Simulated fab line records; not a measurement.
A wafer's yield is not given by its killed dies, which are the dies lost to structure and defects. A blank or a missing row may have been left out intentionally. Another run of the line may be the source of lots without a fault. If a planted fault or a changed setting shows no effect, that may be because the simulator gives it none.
Chamber matching    flow nand_harc    NHARC_P_CONTACT_STRIP_28 on rie_diel-07: 4 sister chambers
The step strips in O2. 4 wafers are shown with their chamber, then 8 later ones without.

WAFERS PAIRED WITH THEIR CHAMBERS
wafer   chamber  showerhead_plenum_p_Torr (Torr)
L087.3  3        3.60
L088.2  0        3.70
L088.4  2        3.46
L089.3  1        3.34

WAFERS WITH NO CHAMBER GIVEN
wafer   showerhead_plenum_p_Torr (Torr)
L089.5  3.60
L089.6  3.47
L091.4  3.70
L091.5  3.60
L091.6  3.46
L094.1  3.34
L094.3  3.70
L094.6  3.34

WHICH CHAMBER EACH WENT THROUGH
wafer   from the rows above  in truth
L089.5  3                    3
L089.6  2                    2
L091.4  0                    0
L091.5  3                    3
L091.6  2                    2
L094.1  1                    1
L094.3  0                    0
L094.6  1                    1
8 of 8 placed correctly. From these rows, 0 cannot be placed. Wrongly placed: 0.
How it was worked out, from the rows above alone: a wafer's distance from a chamber is the root of the sum, over the readings, of the square of ((its reading less the chamber's mean) divided by the reading's scatter). The wafer belongs to the nearest chamber; if the next one is less than 2 further off, it can't be placed. The mean given for a chamber averages the wafers shown for that chamber. The scatter (one wafer shown for each chamber): square how far every hidden wafer sits from the nearest shown wafer, average those squares and take the square root.
